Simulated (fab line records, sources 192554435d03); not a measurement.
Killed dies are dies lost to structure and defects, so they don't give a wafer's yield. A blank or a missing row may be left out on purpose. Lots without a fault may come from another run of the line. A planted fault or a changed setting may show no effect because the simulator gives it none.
Chamber matching | flow n5_finfet | N5_BEOL_M13_ILD_DEP_00 on pecvd-03: 3 sister chambers
The step deposits SiOC from DEMS/O2, target thk 837.92 nm, time 166.4 s. 3 wafers are shown with their chamber, then 9 later ones without.

WAFERS WITH THEIR CHAMBER
wafer  | chamber | heater_power_w (W)
L083.3 | 0       | 474
L087.1 | 2       | 678
L087.4 | 1       | 596

WAFERS WITHOUT THEIR CHAMBER
wafer  | heater_power_w (W)
L090.1 | 631
L090.2 | 479
L090.6 | 668
L089.2 | 669
L089.3 | 440
L089.6 | 563
L096.1 | 568
L096.3 | 413
L096.5 | 660

WHICH CHAMBER EACH WENT THROUGH
wafer  | from the rows above     | in truth
L090.1 | can't be placed: 1 or 2 | 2
L090.2 | 0                       | 0
L090.6 | 2                       | 2
L089.2 | 2                       | 2
L089.3 | 0                       | 0
L089.6 | can't be placed: 1 or 0 | 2
L096.1 | 1                       | 1
L096.3 | 0                       | 0
L096.5 | can't be placed: 2 or 1 | 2
Placed correctly: 6 of 9. Can't be placed from these rows: 3 (the true chamber is among the candidates in 2). Placed wrongly: 0.
How it was worked out, from the rows above alone: a wafer's distance from a chamber is the root of the sum, over the readings, of the square of ((its reading less the chamber's mean) divided by the reading's scatter). The wafer belongs to the nearest chamber; if the next one is less than 2 further off, it can't be placed. A chamber's mean is the mean of its shown wafers. The scatter: with one shown wafer a chamber, the root of the mean of the squares of how far each hidden wafer lies from its nearest shown one.
